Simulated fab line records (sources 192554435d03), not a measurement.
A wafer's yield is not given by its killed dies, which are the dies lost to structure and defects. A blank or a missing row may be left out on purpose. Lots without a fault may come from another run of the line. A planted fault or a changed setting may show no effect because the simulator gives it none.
What tool caused it? | flow n5_finfet | Sampling: 11 lots, 32 wafers, 4 of 1938 route steps

## WHAT THE GAUGES READ, wafer by wafer
N5_BEOL_M13_OVL_MEAS_11.
lot  | measured     | on         | V12_OVL (nm)
L420 | day 12 08:28 | overlay-01 | -4 -13 -1
L419 | day 12 12:04 | overlay-01 | 1 -2 -4
L421 | day 13 17:18 | overlay-02 | -4 -6 -9
L427 | day 13 17:43 | overlay-02 | 3 -1 -4
L425 | day 14 01:50 | overlay-01 | -11 -1 -1
L431 | day 16 00:10 | overlay-02 | -10 -3 -7
L432 | day 16 03:19 | overlay-02 | 2 -1 2
L433 | day 16 22:19 | overlay-01 | -7 -1 -3
L434 | day 17 05:51 | overlay-01 | 14 14 2
L435 | day 18 06:54 | overlay-02 | 19 14
L441 | day 19 10:05 | overlay-02 | -3 -3 -2

## WHAT TOOL EACH LOT RAN ON (gives the tool, then ch and the chambers of the sampled wafers, and finally the start)
lot  | N5_BEOL_M12_ANNEAL_48            | N5_BEOL_M12_DEP_53              | N5_BEOL_M13_EXPOSE_07
L420 | rtp_anneal-01 ch 0, day 12 07:03 | pecvd-04 ch 0,2, day 12 07:43   | krf_scanner-01 ch 0, day 12 08:15
L419 | rtp_anneal-01 ch 0, day 12 10:42 | pecvd-03 ch 0,2, day 12 11:19   | krf_scanner-02 ch 0, day 12 11:52
L421 | rtp_anneal-01 ch 0, day 13 15:44 | pecvd-04 ch 0,1, day 13 16:41   | krf_scanner-02 ch 0, day 13 17:06
L427 | rtp_anneal-02 ch 0, day 13 16:15 | pecvd-03 ch 1,2, day 13 17:06   | krf_scanner-02 ch 0, day 13 17:31
L425 | rtp_anneal-01 ch 0, day 14 00:32 | pecvd-03 ch 0,1,2, day 14 01:06 | krf_scanner-02 ch 0, day 14 01:38
L431 | rtp_anneal-02 ch 0, day 15 22:48 | pecvd-03 ch 0,2, day 15 23:25   | krf_scanner-02 ch 0, day 15 23:59
L432 | rtp_anneal-02 ch 0, day 16 01:57 | pecvd-03 ch 0,2, day 16 02:34   | krf_scanner-01 ch 0, day 16 03:08
L433 | rtp_anneal-02 ch 0, day 16 20:53 | pecvd-02 ch 0,2, day 16 21:34   | krf_scanner-02 ch 0, day 16 22:07
L434 | rtp_anneal-02 ch 0, day 17 04:30 | pecvd-04 ch 0,1,2, day 17 05:10 | krf_scanner-02 ch 0, day 17 05:38
L435 | rtp_anneal-02 ch 0, day 18 05:46 | pecvd-04 ch 1,2, day 18 06:18   | krf_scanner-02 ch 0, day 18 06:43
L441 | rtp_anneal-01 ch 0, day 19 08:45 | pecvd-04 ch 0,1,2, day 19 09:25 | krf_scanner-01 ch 0, day 19 09:53
- N5_BEOL_M12_ANNEAL_48: time 90 s.
- N5_BEOL_M12_DEP_53: deposits SiCN from 3MS/NH3, target thk 30 nm, time 10.5 s.
- N5_BEOL_M13_EXPOSE_07: exposes mask V12.

## THE ANSWER, worked out from the rows above alone
Rule: the usual values come from the lots themselves. Put in order of their means at a reading, lots are off if they are a third of the lots or fewer, leave a main group of 4 or more, and stand apart from it by a gap of 3 or more times the standard deviation of the main group's means; of several such gaps the widest counts. A main group whose means are all the same, to the digits that the tables above print for the reading, isn't used. A lot without any number at a reading at which 4 lots or more have one is off too. Any other lot the step has rows for is counted as sound.
Off: L434, L435, at N5_BEOL_M13_OVL_MEAS_11 (V12_OVL). The main group: mean -3 nm, standard deviation 2.5.
If a tool, at a process step before that reading, ran all the lots that are off and no sound lot after the first of them, it fits. Gauges at N5_BEOL_M13_OVL_MEAS_11: tried the same way as those tools. Undecided on this evidence; 2 tools fit (rtp_anneal-02 at N5_BEOL_M12_ANNEAL_48, krf_scanner-02 at N5_BEOL_M13_EXPOSE_07).

## WHAT WAS PUT IN BY THE SIMULATOR
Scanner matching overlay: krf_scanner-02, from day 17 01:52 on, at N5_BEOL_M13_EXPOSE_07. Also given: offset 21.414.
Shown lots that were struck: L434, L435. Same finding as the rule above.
